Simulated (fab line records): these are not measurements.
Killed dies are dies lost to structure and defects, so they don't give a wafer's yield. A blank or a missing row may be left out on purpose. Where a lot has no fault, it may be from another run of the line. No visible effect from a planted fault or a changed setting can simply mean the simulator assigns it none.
fab line records	flow n5-finfet
record lots=6	wafers=18	last-day=17
route steps=1938 shown BEOL_M9@1433 PASSIVATION@1936
lots untouched by any fault: they come from a run of this same line in which no faults occurred
start-h: start of the lot's first displayed wafer, in hours after the record's first day	wait-h: hours elapsed since this lot's preceding step	" the same as in the row above	L1.1+2: a single row standing in for several wafers	- no value, or no start given	* or withheld: withheld	< > ~ a bound
route shown NAME@n: NAME is a module with steps in the file, n the number in the route of the first one	usual: the fault-free wafers' mean and standard deviation	same: alike in all rows	chamber/n: place in a boat	sites: the reading at each site	_std_site: the values' standard deviation	_edge_site: mean of outer sites minus mean of inner sites	radius-mm: how far each site lies from the wafer's centre	mask NAME#n: copy n	behind: the last tool/chamber to shape the wafer	hold: why the lot went on hold/how many hours it stayed there/how the hold came to an end	device: the transistor (n, p or np) that didn't switch	end of line: tests run on the same wafers once the route is complete	a step with no rows: only its recipe	killed: at the first sort, the dies lost to defects and structure; wafer yield is something else	map: shows each die of a wafer: x if killed, . if not, _ if none is there
set.NAME: the setting that was run; set.NAME@STEP: the one run at that earlier step	model.NAME: the simulator's own value behind a step, which no gauge read
lots seen at some steps along the route; tables by step, rows by wafer
services: from which hour (start-h, from the record's first day; less than 0 if before it) a tool's chamber was out of use, for how many hours, and why
## steps
# step N5_BEOL_M9_DEVELOP_27
# recipe develop-time-s=30	developer=TMAH	resist=CAR-EUV	rinse-liquid=surfactant-rinse	dry=air-spin	dev-temp-c=23
# step N5_BEOL_M9_CD_MEAS_28
# recipe target-cd-nm=70	landing-energy-ev=500	detector=se-inlens	polarity=opening
# usual cd-nm=70.05/0.26
lot.wafer	tool	chamber	start-h	wait-h	cd-nm
L635.3	cd-sem-03	0	220.09	-	70.20
L635.4	"	0	"	"	70.15
L635.6	"	0	"	"	70.34
L634.1	cd-sem-02	0	220.12	-	70.21
L634.3	"	0	"	"	69.96
L634.6	"	0	"	"	69.74
L641.1	cd-sem-03	0	258.20	-	70.23
L641.2	"	0	"	"	70.30
L641.5	"	0	"	"	70.44
L644.1	cd-sem-01	0	262.90	-	69.92
L644.5	"	0	"	"	70.11
L644.6	"	0	"	"	70.21
L647.3	cd-sem-02	0	299.35	-	69.91
L647.5	"	0	"	"	69.72
L647.6	"	0	"	"	70.15
L657.1	cd-sem-01	0	352.17	-	69.51
L657.2	"	0	"	"	69.64
L657.4	"	0	"	"	69.89
# step N5_BEOL_M9_OVL_MEAS_29
# recipe points-per-wafer=522
# usual V8_OVL=-0.1/0.72
lot.wafer	tool	chamber	start-h	wait-h	V8_OVL[nm]
L635.3	overlay-02	0	220.13	0.0	-0.8
L635.4	"	0	"	"	-0.3
L635.6	"	0	"	"	0.3
L634.1	overlay-02	0	220.15	0.0	0.6
L634.3	"	0	"	"	0.0
L634.6	"	0	"	"	-0.1
L641.1	overlay-01	0	258.23	0.0	1.0
L641.2	"	0	"	"	0.8
L641.5	"	0	"	"	0.2
L644.1	overlay-02	0	262.93	0.0	-0.8
L644.5	"	0	"	"	-0.6
L644.6	"	0	"	"	-0.5
L647.3	overlay-02	0	299.40	0.0	1.0
L647.5	"	0	"	"	0.6
L647.6	"	0	"	"	1.5
L657.1	overlay-01	0	352.20	0.0	0.0
L657.2	"	0	"	"	-0.5
L657.4	"	0	"	"	0.2
# step N5_BEOL_M9_INSPECT_30
# recipe mode=adi	inspect-instrument=brightfield
# usual raw-defect-count=421/86
lot.wafer	tool	chamber	start-h	wait-h	raw-defect-count
L635.3	defect-inspect-02	-	220.17	0.0	400
L635.4	"	-	"	"	372
L635.6	"	-	"	"	537
L634.1	defect-inspect-02	-	220.21	0.1	682
L634.3	"	-	"	"	532
L634.6	"	-	"	"	447
L641.1	defect-inspect-02	-	258.29	0.1	259
L641.2	"	-	"	"	395
L641.5	"	-	"	"	314
L644.1	defect-inspect-01	-	262.98	0.1	499
L644.5	"	-	"	"	301
L644.6	"	-	"	"	360
L647.3	defect-inspect-02	-	299.44	0.0	501
L647.5	"	-	"	"	444
L647.6	"	-	"	"	475
L657.1	defect-inspect-01	-	352.25	0.1	301
L657.2	"	-	"	"	589
L657.4	"	-	"	"	420
# step N5_BEOL_M9_DESCUM_33
# recipe chemistry=O2	time-s=7	source-power-w=50	bias-power-w=20	pressure-mtorr=20	rf-frequency-hz=2.712e+07	temp-c=40	resist=CAR-EUV	o2-flow-sccm=225
# usual chamber-pressure-mTorr=19.999/0.018	drypump-motor-current-A=5.9/0.48	oes-product-au=0.82/0.087	rf-vpp-V=243.2/1.2	showerhead-plenum-p-Torr=2.09/0.062	throttle-valve-pct=20.35/0.26
lot.wafer	tool	chamber	start-h	wait-h	chamber-pressure-mTorr	drypump-motor-current-A	oes-product-au	rf-hours-counter-h	rf-vpp-V	showerhead-plenum-p-Torr	throttle-valve-pct
L635.3	rie-diel-02	3	220.21	0.0	19.973	5.2	0.83	64	242.6	2.03	20.20
L635.4	"	1	"	"	20.000	6.6	0.79	104	243.6	2.12	20.23
L635.6	"	2	"	"	20.016	6.1	0.98	-	242.9	2.05	20.33
L634.1	rie-diel-03	3	220.25	0.0	20.013	5.7	0.68	229	243.9	2.16	20.67
L634.3	"	0	"	"	20.003	6.2	0.95	15	242.6	2.05	19.90
L634.6	"	0	"	"	20.019	6.2	0.95	-	241.3	2.05	19.91
L641.1	rie-diel-03	3	258.68	0.4	19.994	5.7	0.67	240	245.7	2.15	20.70
L641.2	"	1	"	"	19.991	5.7	0.73	199	243.3	1.98	20.69
L641.5	"	2	"	"	19.994	6.6	0.91	-	244.3	2.15	20.24
L644.1	rie-diel-03	3	263.02	0.0	19.997	5.7	0.66	241	243.5	2.15	20.69
L644.5	"	3	"	"	20.005	5.7	0.66	-	242.9	2.15	20.70
L644.6	"	0	"	"	19.990	6.2	0.92	-	242.7	2.04	19.91
L647.3	rie-diel-02	2	299.48	0.0	19.990	6.1	0.90	32	241.6	2.04	20.37
L647.5	"	2	"	"	19.994	6.0	0.90	-	243.8	2.04	20.37
L647.6	"	1	"	"	19.969	6.6	0.77	-	243.5	2.11	20.27
L657.1	rie-diel-02	2	353.15	0.9	20.018	6.1	0.87	50	241.6	2.04	20.40
L657.2	"	1	"	"	20.000	6.6	0.75	145	242.9	2.10	20.29
L657.4	"	3	"	"	20.016	5.2	0.79	107	241.2	2.01	20.27
# step N5_BEOL_M9_ETCH_76
# recipe chemistry=N2/H2	target=underlayer	target-depth-a=65	mask-material=CAR-EUV	time-s=5.2	ion-energy-ev=200	pressure-mtorr=30	source-w=840	bias-w=150	n2-flow-sccm=200	h2-flow-sccm=200	ends=cleared
# step N5_BEOL_M9_ETCH_65
# recipe chemistry=CF4	target=SiARC	target-depth-a=156	mask-material=CAR-EUV	time-s=26	ion-energy-ev=80	pressure-mtorr=40	source-w=545	bias-w=36	Ar_flow_sccm=100	cf4-flow-sccm=100	ends=cleared
# usual cf4-flow-sccm=99.98/0.3	chamber-pressure-mTorr=40.00/0.035	drypump-motor-current-A=5.9/0.48	etch-rf-on-time-s=26.5/0.96	oes-product-au=0.69/0.073	rf-vpp-V=184.0/1.1	showerhead-plenum-p-Torr=2.14/0.055	throttle-valve-pct=15.56/0.29
lot.wafer	tool	chamber	start-h	wait-h	cf4-flow-sccm	chamber-pressure-mTorr	drypump-motor-current-A	etch-rf-on-time-s	oes-product-au	rf-hours-counter-h	rf-vpp-V	showerhead-plenum-p-Torr	throttle-valve-pct
L635.3	rie-diel-02	3	220.26	0.0	100.22	39.88	5.3	25.9	0.71	64	184.0	2.09	15.43
L635.4	"	1	"	"	99.86	40.01	6.6	27.3	0.66	104	184.0	2.16	15.43
L635.6	"	2	"	"	99.57	39.99	6.1	26.1	0.81	-	183.0	2.11	15.51
L634.1	rie-diel-03	3	220.30	0.0	99.95	40.02	5.7	27.9	0.56	229	183.9	2.20	15.90
L634.3	"	0	"	"	99.81	39.98	6.2	26.2	0.80	15	182.7	2.08	14.98
L634.6	"	0	"	"	99.99	39.92	6.2	26.5	0.80	-	184.2	2.08	14.98
L641.1	rie-diel-03	3	258.73	0.0	99.40	40.03	5.7	28.0	0.56	240	183.7	2.20	15.90
L641.2	"	1	"	"	99.60	39.96	5.7	26.4	0.61	199	182.7	2.06	16.04
L641.5	"	2	"	"	99.75	39.99	6.6	26.9	0.75	-	184.8	2.18	15.38
L644.1	rie-diel-03	3	263.07	0.0	100.33	40.03	5.7	27.9	0.56	241	185.7	2.20	15.94
L644.5	"	3	"	"	99.99	39.96	5.7	27.9	0.56	-	185.3	2.20	15.92
L644.6	"	0	"	"	100.05	40.03	6.2	26.4	0.77	-	183.7	2.07	14.99
L647.3	rie-diel-02	2	299.53	0.0	100.20	39.93	6.1	26.6	0.75	32	183.5	2.10	15.56
L647.5	"	2	"	"	99.86	40.03	6.1	26.4	0.75	-	183.5	2.10	15.57
L647.6	"	1	"	"	99.60	39.99	6.6	27.4	0.64	-	184.6	2.15	15.49
L657.1	rie-diel-02	2	353.20	0.0	99.72	40.04	6.1	26.2	0.73	50	183.4	2.10	15.60
L657.2	"	1	"	"	100.19	40.00	6.6	26.8	0.64	145	183.0	2.14	15.50
L657.4	"	3	"	"	100.17	39.95	5.3	25.7	0.67	107	181.2	2.08	15.53
# step N5_BEOL_M9_ETCH_66
# recipe chemistry=N2/H2	target=SOC	target-depth-a=800	overetch-a=160	mask-material=SiARC	temp-c=40	time-s=120	ion-energy-ev=200	pressure-mtorr=30	source-w=840	bias-w=150	n2-flow-sccm=200	h2-flow-sccm=200
# usual chamber-pressure-mTorr=30.001/0.026	drypump-motor-current-A=5.9/0.48	oes-product-au=0.62/0.06	rf-vpp-V=523.5/2	showerhead-plenum-p-Torr=2.53/0.065	throttle-valve-pct=17.7/0.33
lot.wafer	tool	chamber	start-h	wait-h	chamber-pressure-mTorr	drypump-motor-current-A	oes-product-au	rf-hours-counter-h	rf-vpp-V	showerhead-plenum-p-Torr	throttle-valve-pct
L635.3	rie-diel-02	3	220.29	0.0	30.042	5.2	0.63	64	522.8	2.47	17.5
L635.4	"	1	"	"	29.999	6.6	0.61	104	523.4	2.56	17.6
L635.6	"	2	"	"	30.029	6.2	0.74	-	522.7	2.53	18.1
L634.1	rie-diel-03	3	220.33	0.0	29.996	5.7	0.53	229	526.1	2.62	18.1
L634.3	"	0	"	"	30.005	6.2	0.72	15	523.1	2.50	17.4
L634.6	"	0	"	"	29.971	6.2	0.72	-	522.2	2.50	17.4
L641.1	rie-diel-03	3	258.76	0.0	30.013	5.7	0.52	240	524.1	2.61	18.1
L641.2	"	1	"	"	30.032	5.7	0.56	199	521.4	2.39	17.9
L641.5	"	2	"	"	30.012	6.7	0.67	-	524.7	2.57	17.3
L644.1	rie-diel-03	3	263.10	0.0	30.039	5.7	0.52	241	526.1	2.61	18.1
L644.5	"	3	"	"	30.009	5.7	0.52	-	526.0	2.61	18.1
L644.6	"	0	"	"	29.990	6.2	0.70	-	520.8	2.50	17.4
L647.3	rie-diel-02	2	299.56	0.0	29.965	6.1	0.68	32	522.0	2.52	18.1
L647.5	"	2	"	"	30.028	6.1	0.68	-	521.5	2.52	18.1
L647.6	"	1	"	"	29.985	6.6	0.60	-	523.3	2.55	17.6
L657.1	rie-diel-02	2	353.23	0.0	30.023	6.2	0.65	50	521.4	2.51	18.1
L657.2	"	1	"	"	30.023	6.6	0.58	145	524.7	2.54	17.6
L657.4	"	3	"	"	30.048	5.3	0.60	107	521.4	2.45	17.6
# step N5_BEOL_M9_STRIP_69
# recipe chemistry=N2/H2	temp-c=40	n2-flow-sccm=200	h2-flow-sccm=200	rf-frequency-hz=6e+07
# step N5_BEOL_M9_STRIP_77
# recipe chemistry=N2/H2	temp-c=40	n2-flow-sccm=200	h2-flow-sccm=200	rf-frequency-hz=6e+07
# step N5_BEOL_M9_VIA_ETCH_34
# recipe chemistry=C4F6/O2	target=SiCOH_lowk	target-depth-a=1824	mask-material=SOC	taper-deg=4	time-s=68.4	ion-energy-ev=250	pressure-mtorr=30	source-w=345	bias-w=185	Ar_flow_sccm=300	C4F6_flow_sccm=10	O2_flow_sccm=10
# usual chamber-pressure-mTorr=30.000/0.027	drypump-motor-current-A=5.9/0.48	oes-product-au=0.81/0.086	rf-vpp-V=676/22	showerhead-plenum-p-Torr=2.84/0.077	throttle-valve-pct=20.82/0.25
lot.wafer	tool	chamber	start-h	wait-h	chamber-pressure-mTorr	drypump-motor-current-A	oes-product-au	rf-hours-counter-h	rf-vpp-V	showerhead-plenum-p-Torr	throttle-valve-pct
L635.3	rie-diel-02	3	220.39	0.0	29.965	5.3	0.82	64	643	2.77	20.71
L635.4	"	1	"	"	30.043	6.6	0.78	104	718	2.86	20.61
L635.6	"	2	"	"	30.007	6.2	0.95	-	681	2.81	20.89
L634.1	rie-diel-03	3	220.43	0.0	29.991	5.7	0.66	229	675	2.92	21.07
L634.3	"	0	"	"	29.954	6.2	0.94	15	686	2.77	20.28
L634.6	"	0	"	"	30.022	6.2	0.93	-	684	2.77	20.28
L641.1	rie-diel-03	3	258.86	0.0	30.027	5.7	0.65	240	675	2.91	21.09
L641.2	"	1	"	"	29.990	5.7	0.73	199	649	2.71	21.18
L641.5	"	2	"	"	30.005	6.6	0.88	-	689	2.90	20.69
L644.1	rie-diel-03	3	263.20	0.0	29.979	5.7	0.66	241	676	2.91	21.08
L644.5	"	3	"	"	29.988	5.7	0.66	-	676	2.91	21.09
L644.6	"	0	"	"	29.977	6.2	0.90	-	687	2.77	20.30
L647.3	rie-diel-02	2	299.66	0.0	30.005	6.1	0.89	33	680	2.79	20.92
L647.5	"	2	"	"	29.996	6.1	0.90	-	680	2.79	20.94
L647.6	"	1	"	"	29.982	6.7	0.77	-	716	2.85	20.66
L657.1	rie-diel-02	2	353.33	0.0	29.984	6.1	0.85	50	679	2.79	20.93
L657.2	"	1	"	"	29.945	6.6	0.75	145	717	2.84	20.68
L657.4	"	3	"	"	30.053	5.3	0.77	107	644	2.75	20.77
# step N5_BEOL_M9_STRIP_73
# recipe chemistry=C4F6/O2	resist=SiARC	rf-frequency-hz=6e+07
# step N5_BEOL_M9_STRIP_36
# recipe chemistry=N2/H2	power-w=450	temp-c=40	pressure-mtorr=20	rf-frequency-hz=6e+07	overash-fraction=0.3	bias-power-w=7	h2-frac=0.5	n2-flow-sccm=200	h2-flow-sccm=200
# usual chamber-pressure-mTorr=20.00/0.033	drypump-motor-current-A=5.9/0.48	oes-product-au=0.82/0.086	power-w=449.8/1.4	rf-vpp-V=58.9/1.5	showerhead-plenum-p-Torr=2.53/0.065	throttle-valve-pct=23.5/0.45
lot.wafer	tool	chamber	start-h	wait-h	chamber-pressure-mTorr	drypump-motor-current-A	oes-product-au	power-w	rf-hours-counter-h	rf-vpp-V	showerhead-plenum-p-Torr	throttle-valve-pct
L635.3	rie-diel-02	3	220.45	0.0	20.01	5.3	0.84	450.6	64	58.4	2.47	23.2
L635.4	"	1	"	"	19.98	6.6	0.79	449.2	104	58.7	2.56	23.3
L635.6	"	2	"	"	19.98	6.1	0.96	450.4	-	60.3	2.52	24.2
L634.1	rie-diel-03	3	220.49	0.0	19.97	5.7	0.68	448.8	229	60.3	2.61	23.9
L634.3	"	0	"	"	19.99	6.2	0.96	447.6	15	58.2	2.50	23.4
L634.6	"	0	"	"	19.97	6.2	0.95	449.9	-	60.4	2.50	23.4
L641.1	rie-diel-03	3	258.92	0.0	20.00	5.7	0.68	418.4	240	59.8	2.61	23.8
L641.2	"	1	"	"	20.04	5.7	0.73	417.8	199	57.9	2.38	23.4
L641.5	"	2	"	"	19.95	6.6	0.91	419.8	-	58.8	2.56	22.8
L644.1	rie-diel-03	3	263.26	0.0	19.98	5.7	0.68	416.6	241	59.3	2.61	23.9
L644.5	"	3	"	"	20.03	5.7	0.66	417.6	-	58.1	2.61	23.8
L644.6	"	0	"	"	19.98	6.2	0.92	416.3	-	56.9	2.49	23.4
L647.3	rie-diel-02	2	299.72	0.0	20.03	6.1	0.90	450.8	33	58.1	2.52	24.2
L647.5	"	2	"	"	20.02	6.2	0.90	449.7	-	58.6	2.51	24.3
L647.6	"	1	"	"	20.02	6.7	0.76	449.6	-	59.3	2.55	23.3
L657.1	rie-diel-02	2	353.39	0.0	20.02	6.1	0.87	449.9	50	60.2	2.51	24.3
L657.2	"	1	"	"	20.06	6.6	0.75	452.0	145	58.3	2.54	23.4
L657.4	"	3	"	"	19.96	5.2	0.79	452.7	107	60.5	2.45	23.2
# step N5_BEOL_M9_TRENCH_ETCH_37
# recipe chemistry=C4F6/O2	target-depth-a=1514.3	target=SiCOH_lowk	time-s=49	ion-energy-ev=250	pressure-mtorr=30	source-w=345	bias-w=185	Ar_flow_sccm=300	C4F6_flow_sccm=10	O2_flow_sccm=10
# usual chamber-pressure-mTorr=30.001/0.025	drypump-motor-current-A=5.9/0.48	oes-product-au=0.81/0.086	rf-vpp-V=676/22	showerhead-plenum-p-Torr=2.84/0.077	throttle-valve-pct=20.84/0.26
lot.wafer	tool	chamber	start-h	wait-h	chamber-pressure-mTorr	drypump-motor-current-A	oes-product-au	rf-hours-counter-h	rf-vpp-V	showerhead-plenum-p-Torr	throttle-valve-pct
L635.3	rie-diel-02	3	-	-	30.018	5.2	0.82	64	644	2.77	20.74
L635.4	"	1	"	"	30.024	6.6	0.79	104	716	2.86	20.61
L635.6	"	2	"	"	30.013	6.1	0.96	-	682	2.81	20.93
L634.1	rie-diel-03	3	-	-	30.043	5.7	0.67	229	675	2.92	21.10
L634.3	"	0	"	"	30.025	6.2	0.94	15	688	2.77	20.29
L634.6	"	0	"	"	29.982	6.2	0.94	-	688	2.77	20.32
L641.1	rie-diel-03	3	-	-	30.029	5.7	0.67	240	676	2.91	21.14
L641.2	"	1	"	"	29.994	5.7	0.73	199	649	2.71	21.23
L641.5	"	2	"	"	30.006	6.6	0.89	-	690	2.90	20.70
L644.1	rie-diel-03	3	-	-	29.969	5.7	0.66	241	675	2.91	21.13
L644.5	"	3	"	"	29.970	5.7	0.67	-	674	2.91	21.13
L644.6	"	0	"	"	29.988	6.2	0.91	-	687	2.77	20.34
L647.3	rie-diel-02	2	-	-	30.002	6.1	0.88	33	680	2.79	20.96
L647.5	"	2	"	"	30.025	6.1	0.89	-	681	2.79	20.96
L647.6	"	1	"	"	30.008	6.6	0.75	-	716	2.85	20.67
L657.1	rie-diel-02	2	-	-	29.982	6.1	0.87	50	680	2.79	20.98
L657.2	"	1	"	"	30.025	6.6	0.76	145	717	2.84	20.69
L657.4	"	3	"	"	30.012	5.3	0.79	107	643	2.75	20.81
# step N5_PASSIVATION_PROBE_49
# usual defect-limited-yield=91.1/1.6	killed_at_M0_to_M3=35/11	killed_at_M4_up=13/5.4	killed-at-contacts=13/6.5	killed-at-front-end=40/14	killed-at-other=4/3.1	killed-dies=105/18	killed-on-rim=14/4.1	killed-open=69/14	killed-short=34/7.3	sort_bin_5_function=5.2/0.96	sort_bin_6_memory=3.4/0.77	sort_bin_8_speed=0.02/0.13	sort-n-pass=1075/19	sort-yield-pct=91.1/1.6
# same gross-dies=1180	killed-at-back-side=0	sort_bin_4_leakage[%]=0
lot.wafer	tool	chamber	start-h	wait-h	defect-limited-yield[%]	killed_at_M0_to_M3	killed_at_M4_up	killed-at-contacts	killed-at-front-end	killed-at-other	killed-dies	killed-on-rim	killed-open	killed-short	sort_bin_5_function[%]	sort_bin_6_memory[%]	sort_bin_8_speed[%]	sort-n-pass	sort-yield-pct[%]
L644.1	prober-01	-	328.49	0.0	91.1	39	9	18	39	0	105	17	70	33	5.3	3.5	0	1075	91.1
L644.5	prober-01	-	328.69	0.2	92.4	26	10	13	41	0	90	14	53	36	3.8	3.3	0	1090	92.4
L644.6	prober-01	-	328.74	0.3	91.8	37	21	9	27	3	97	19	72	24	4.6	3.5	0	1083	91.8
L647.3	prober-02	-	367.98	0.1	91.9	39	15	12	27	2	95	11	67	27	4.8	3.1	0	1085	91.9
L647.5	prober-02	-	368.08	0.2	89.8	46	22	13	35	4	120	18	88	32	5.5	4.2	0	1060	89.8
L647.6	prober-02	-	368.13	0.3	91.0	49	19	9	24	5	106	22	64	41	4.5	4.2	0	1074	91.0
L657.1	prober-02	-	413.80	0.0	91.5	30	16	6	42	6	100	8	67	28	4.3	3.5	0	1080	91.5
L657.2	prober-02	-	413.85	0.1	93.6	14	19	12	31	0	76	8	56	19	4.2	2.2	0	1104	93.6
L657.4	prober-02	-	413.95	0.2	91.5	31	15	7	47	0	100	15	66	31	5.1	3.1	0	1080	91.5
# killed by level:class
L644.1 MOL_CONTACT_COAG:geometric-particle:open=13 BEOL_M0_SAQP:geometric-particle:open=11 BEOL_M2:geometric-particle:open=10 BEOL_M0_SAQP:geometric-particle:short=7 FIN_SAQP:geometric-particle:short=5 FIN_SAQP:geometric-particle:open=5 MOL_CONTACT_COAG:geometric-particle:short=5 DUMMY_GATE:geometric-particle:open=4
L644.5 GATE_CUT:geometric-particle:short=12 FIN_SAQP:geometric-particle:open=10 MOL_CONTACT_COAG:geometric-particle:open=8 GATE_CUT:geometric-particle:open=5 MOL_CONTACT_COAG:geometric-particle:short=5 BEOL_M0_SAQP:geometric-particle:short=4 BEOL_M3:geometric-particle:open=4 BEOL_M4:geometric-particle:open=4
L644.6 BEOL_M3:geometric-particle:open=11 BEOL_M4:geometric-particle:open=11 BEOL_M0_SAQP:geometric-particle:open=9 BEOL_M0_SAQP:geometric-particle:short=7 FIN_SAQP:geometric-particle:open=6 MOL_CONTACT_COAG:geometric-particle:open=6 STI_FIN_REVEAL:geometric-particle:open=5 BEOL_M0:geometric-particle:open=4
L647.3 BEOL_M1:geometric-particle:open=17 MOL_CONTACT_COAG:geometric-particle:open=8 FIN_SAQP:geometric-particle:open=7 BEOL_M2:geometric-particle:open=6 BEOL_M4:geometric-particle:open=5 BEOL_M5:geometric-particle:open=5 FIN_SAQP:geometric-particle:short=4 BEOL_M2:geometric-particle:short=4
L647.5 BEOL_M1:geometric-particle:open=22 STI_FIN_REVEAL:geometric-particle:open=14 BEOL_M4:geometric-particle:open=10 BEOL_M0_SAQP:geometric-particle:short=8 MOL_CONTACT_COAG:geometric-particle:open=7 BEOL_M2:geometric-particle:open=7 MOL_CONTACT_COAG:geometric-particle:short=6 BEOL_M5:geometric-particle:open=5
L647.6 BEOL_M0_SAQP:geometric-particle:short=15 BEOL_M0_SAQP:geometric-particle:open=11 MOL_CONTACT_COAG:geometric-particle:open=9 BEOL_M2:geometric-particle:open=9 FIN_SAQP:geometric-particle:open=8 BEOL_M1:geometric-particle:open=6 BEOL_M4:geometric-particle:open=5 BEOL_M5:geometric-particle:open=4
L657.1 FIN_SAQP:geometric-particle:open=12 BEOL_M1:geometric-particle:open=9 STI_FIN_REVEAL:geometric-particle:open=8 BEOL_M0:geometric-particle:open=6 BEOL_M5:geometric-particle:open=5 FIN_SAQP:geometric-particle:short=4 DUMMY_GATE:geometric-particle:open=3 GATE_CUT:geometric-particle:short=3
L657.2 MOL_CONTACT_COAG:geometric-particle:open=11 FIN_SAQP:geometric-particle:open=7 DUMMY_GATE:geometric-particle:open=7 BEOL_M5:geometric-particle:open=5 BEOL_M3:geometric-particle:open=4 BEOL_M4:geometric-particle:open=4 STARTING-WAFER:geometric-particle:open=4 BEOL_M0_SAQP:geometric-particle:short=3
L657.4 STI_FIN_REVEAL:geometric-particle:open=12 BEOL_M0_SAQP:geometric-particle:open=10 FIN_SAQP:geometric-particle:open=9 GATE_CUT:geometric-particle:short=8 BEOL_M0_SAQP:geometric-particle:short=8 DUMMY_GATE:geometric-particle:open=6 BEOL_M5:geometric-particle:open=5 BEOL_M4:geometric-particle:short=4
## services
tool	chamber	start-h	hours	kind
rie-diel-03	0	288.35	3.7	repair
rie-diel-03	3	298.09	-	clean
rie-diel-03	3	298.09	-	consumable-replace:focus-ring
rie-diel-03	3	298.09	12.6	scheduled-down
rie-diel-03	3	298.09	12.6	vent-cycle
rie-diel-02	0	307.50	-	clean
rie-diel-02	0	307.50	-	consumable-replace:focus-ring
rie-diel-02	0	307.50	16.1	scheduled-down
rie-diel-02	0	307.50	16.1	vent-cycle
## key
first-sign step=N5_BEOL_M9_STRIP_36	reading=power-w	direction=down	sigmas=23	usual=*	struck=*
effect none on later readings
met-at N5_BEOL_M9_STRIP_36
struck-wafers L641.1,L641.2,L641.5,L644.1,L644.5,L644.6
onset-between 220.49 258.92
fault kind=process-parameter-drift	tool=rie-diel-03	chamber=-	onset-h=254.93	steps=N5_BEOL_M9_STRIP_36	channel=power-w	offset=*	shape=step	end-h=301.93	acts-in=*	stated=*
